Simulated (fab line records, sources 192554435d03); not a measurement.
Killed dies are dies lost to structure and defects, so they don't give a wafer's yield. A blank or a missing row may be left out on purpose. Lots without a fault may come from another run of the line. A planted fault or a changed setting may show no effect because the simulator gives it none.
A struck lot beside a sound one | flow n5_finfet | 15 steps out of a route of 1938
Sound: wafers L390.1, L390.4, L390.6. Struck: wafers L387.2, L387.3, L387.5. The cause comes at the end.
At each step with rows: each side's tool, then ch and its chambers, then its first start. Under that, the readings that differ: sound wafers | struck wafers | difference of the means | sigmas: that difference in standard deviations of wafers without a fault.
alike: readings whose means differ by less than 2 such deviations, and words and numbers that are the same on both sides. not compared: withheld readings, readings that some wafer has no value for, bounds like >300 that may hide the same value, and numbers for which the record gives no deviation and whose values overlap.
The two part at a step that has a row with sigmas, a row that says differs or no value, or rows on one side only. Numbers that don't overlap but have no deviation are shown without sigmas and don't part them. A reading that every wafer of one side lacks parts them only if that side has two wafers or more.

first, 2 steps without rows for these wafers: N5_MOL_CONTACT_COAG_DESCUM_88 (chemistry O2, time 7 s); N5_MOL_CONTACT_COAG_ETCH_89 (etches underlayer in N2/H2, target depth 13 nm, time 10.4 s).
N5_MOL_CONTACT_COAG_ETCH_90: etches SiARC in CF4, target depth 13 nm, time 21.7 s.
  sound on rie_diel-04 ch 2,3, day 10 07:07; struck on rie_diel-06 ch 0,2, day 9 15:29
  reading               | sound          | struck         | difference | sigmas
  etch_rf_on_time_s (s) | 21.4 21.0 20.9 | 22.1 21.8 22.1 | +0.9       | +2
  alike: chamber_pressure_mTorr, drypump_motor_current_A, oes_product_au, rf_fwd_power_W, rf_vpp_V, showerhead_plenum_p_Torr, throttle_valve_pct
  not compared: rf_hours_counter_h
then, 1 step without rows for these wafers: N5_MOL_CONTACT_COAG_ALD_131 (deposits SiO2, target thk 5 nm, pulse time 1 s, co reactant pulse time 1 s).
N5_MOL_CONTACT_COAG_ETCHBACK_132: etches SiO2 in CHF3, target depth 10 nm, time 6.7 s.
  sound on rie_diel-06 ch 1,2, day 10 07:34; struck on rie_diel-04 ch 0,1,2, day 9 15:47
  alike: chamber_pressure_mTorr, drypump_motor_current_A, oes_product_au, rf_vpp_V, showerhead_plenum_p_Torr, throttle_valve_pct
  not compared: rf_hours_counter_h
N5_MOL_CONTACT_COAG_ETCH_91: etches SOC in N2/H2, target depth 60 nm, overetch 21 nm, time 101.2 s.
  sound on rie_diel-06 ch 1,2, day 10 07:36; struck on rie_diel-04 ch 0,1,2, day 9 15:49
  alike: chamber_pressure_mTorr, drypump_motor_current_A, oes_product_au, rf_fwd_power_W, rf_vpp_V, showerhead_plenum_p_Torr, throttle_valve_pct
  not compared: rf_hours_counter_h
then, 4 steps without rows for these wafers: N5_MOL_CONTACT_COAG_STRIP_92 (strips in N2/H2); N5_MOL_CONTACT_COAG_STRIP_93 (strips in N2/H2); N5_MOL_CONTACT_COAG_ETCHBACK_135 (etches SiO2 in CHF3, target depth 25 nm, time 16.7 s); N5_MOL_CONTACT_COAG_STRIP_118 (strips in CHF3).
N5_MOL_CONTACT_COAG_VIA_ETCH_46: etches SiO2 in C4F6/O2, target depth 46 nm, overetch 9.2 nm, time 40 s.
  sound on rie_diel-06 ch 1,2, day 10 07:43; struck on rie_diel-04 ch 0,1,2, day 9 15:57
  alike: chamber_pressure_mTorr, drypump_motor_current_A, oes_f_703_au, oes_product_au, rf_fwd_power_W, rf_vpp_V, showerhead_plenum_p_Torr, throttle_valve_pct
  not compared: rf_hours_counter_h
then, 1 step without rows for these wafers: N5_MOL_CONTACT_COAG_STRIP_96 (strips in N2/H2).
N5_MOL_CONTACT_COAG_ETCH_47: etches SiNx in CH3F/O2, stops on W, target depth 27 nm.
  sound on rie_diel-06 ch 1,2, day 10 07:50; struck on rie_diel-04 ch 0,1,2, day 9 16:03
  reading                    | sound             | struck            | difference | sigmas
  etch_rf_on_time_s (s)      | 30.6 32.1 32.1    | 29.0 28.0 29.2    | -2.9       | -4
  oes_f_703_au (a.u.)        | 0.78 0.70 0.71    | 0.96 1.15 0.97    | +0.30      | +4
  rf_fwd_power_W (W)         | 384.0 385.7 386.1 | 478.5 481.1 479.6 | +94.5      | +47
  rf_vpp_V (V)               | 301 291 291       | 263 265 267       | -29        | -5
  model.etch.t_clear_s (s)   | 25.49 26.73 26.73 | 24.16 23.31 24.34 | -2.38      |
  model.etch.over_etch_s (s) | 5.098 5.345 5.346 | 4.832 4.661 4.867 | -0.476     |
  alike: chamber_pressure_mTorr, drypump_motor_current_A, oes_product_au, showerhead_plenum_p_Torr, throttle_valve_pct
  not compared: rf_hours_counter_h
N5_MOL_CONTACT_COAG_STRIP_119: strips in N2/H2, time 30 s.
  sound on plasma_asher-01 ch 0,1, day 10 07:56; struck on plasma_asher-01 ch 0, day 9 16:08
  alike: drypump_motor_current_A, heater_power_w
  not compared: rf_hours_counter_h
-- the record jumps here: 8 days lie between the struck wafers' starts before and after (it left off in module MOL_CONTACT_COAG and takes up again in module PASSIVATION, whose first step shown is number 1936 of the route) --
N5_PASSIVATION_PROBE_49:
  sound on prober-01, day 17 19:20; struck on prober-01, day 17 07:43
  reading             | sound    | struck | difference | sigmas
  killed_at_front_end | 27 25 27 | 58     | +32        | +3
  alike: defect_limited_yield, killed_at_M0_to_M3, killed_at_M4_up, killed_at_contacts, killed_at_other, killed_dies, killed_on_rim, killed_open, killed_short, sort_bin_5_function, sort_bin_6_memory, sort_n_pass, sort_yield_pct

WHERE THEY PART
First at N5_MOL_CONTACT_COAG_ETCH_90; last, within this record, at N5_PASSIVATION_PROBE_49.

WHY: what the simulator had put in
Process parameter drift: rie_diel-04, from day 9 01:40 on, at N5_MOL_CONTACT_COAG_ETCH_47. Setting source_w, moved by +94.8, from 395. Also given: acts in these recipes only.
